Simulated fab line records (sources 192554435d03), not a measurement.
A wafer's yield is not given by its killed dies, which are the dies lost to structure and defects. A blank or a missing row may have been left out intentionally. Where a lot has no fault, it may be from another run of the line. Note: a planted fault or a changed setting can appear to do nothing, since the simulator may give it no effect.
Matching of chambers    flow n5 finfet    3 sister chambers for N5_BEOL_M11_CURE_71 on uv cure-02
The step cures SiCOH lowk, time 240 s. 6 wafers are shown with their chamber, then 11 later ones without.

EACH WAFER AND ITS CHAMBER
wafer   chamber  wafer_temp_C_max  lamp power pct (%)
L074.3  2        386.7             52.31
L074.5  2        387.0             52.25
L086.4  1        387.0             52.41
L089.3  0        386.1             52.28
L089.4  0        385.8             52.36
L090.1  1        387.4             52.24

WAFERS WITHOUT THEIR CHAMBER
wafer   wafer_temp_C_max  lamp power pct (%)
L090.3  387.7             52.26
L090.6  387.6             52.33
L092.1  386.5             52.34
L092.5  386.8             52.35
L092.6  386.6             52.19
L093.2  386.7             52.27
L093.4  386.9             52.26
L093.6  386.9             52.36
L096.1  386.8             52.30
L096.3  387.0             52.30
L096.4  386.7             52.34

WHICH CHAMBER EACH ONE RAN IN
wafer   from the rows above           in truth
L090.3  can't be placed: 1 or 2       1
L090.6  can't be placed: 1 or 2       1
L092.1  can't be placed: 2 or 0 or 1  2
L092.5  can't be placed: 2 or 1       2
L092.6  can't be placed: 2 or 1 or 0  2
L093.2  can't be placed: 2 or 1       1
L093.4  can't be placed: 2 or 1       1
L093.6  can't be placed: 2 or 1       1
L096.1  can't be placed: 2 or 1       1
L096.3  can't be placed: 2 or 1       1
L096.4  can't be placed: 2 or 1       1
0 of 11 placed correctly. Cannot be placed on the basis of these rows: 11; the candidates contain the true chamber in 11. Placed wrongly: 0.
How it was worked out, from the rows above alone: a wafer's distance from a chamber is the root of the sum, over the readings, of the square of ((its reading less the chamber's mean) divided by the reading's scatter). If the next closest chamber is less than 2 further off than the closest, the wafer can't be placed; otherwise it belongs to the closest. For every chamber, the mean is computed from those of its wafers that are shown. How the scatter is found: for the shown wafers, subtract from each reading the mean of its chamber, square and add these, divide the total by (wafers less chambers), then take the root.
